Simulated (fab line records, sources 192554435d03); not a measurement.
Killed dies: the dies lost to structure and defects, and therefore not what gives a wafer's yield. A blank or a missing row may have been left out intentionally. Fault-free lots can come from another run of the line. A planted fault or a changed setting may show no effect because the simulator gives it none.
Chamber matching ; flow n5 finfet ; 4 sister chambers for N5_GATE_CUT_ETCH_19 on rie diel-01
The step etches SiNx in CH3F/O2, target depth 53.7 nm, time 76.7 s. 4 wafers are shown with their chamber, then 11 later ones without.

== WAFERS PAIRED WITH THEIR CHAMBERS ==
wafer;chamber;drypump motor current A (A)
L085.5;3;5.4
L090.3;2;5.7
L090.4;1;5.8
L093.1;0;6.5

== WAFERS WHOSE CHAMBER IS MISSING ==
wafer;drypump motor current A (A)
L093.5;5.7
L093.6;5.8
L094.2;5.7
L094.3;5.4
L094.6;5.7
L092.4;6.4
L092.5;5.4
L092.6;5.7
L096.1;5.7
L096.3;6.4
L096.5;5.4

== THE CHAMBER EACH PASSED THROUGH ==
wafer;from the rows above;in truth
L093.5;2;2
L093.6;1;1
L094.2;2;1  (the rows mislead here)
L094.3;3;3
L094.6;2;2
L092.4;0;0
L092.5;3;3
L092.6;2;2
L096.1;2;2
L096.3;0;0
L096.5;3;3
Placed correctly: 10 of 11. From these rows, 0 cannot be placed. 1 placed wrongly.
How it was worked out, from the rows above alone: a wafer's distance from a chamber is the root of the sum, over the readings, of the square of ((its reading less the chamber's mean) divided by the reading's scatter). The wafer belongs to the nearest chamber; if the next one is less than 2 further off, it can't be placed. For every chamber, the mean is computed from those of its wafers that are shown. The scatter: with one shown wafer a chamber, the root of the mean of the squares of how far each hidden wafer lies from its nearest shown one.
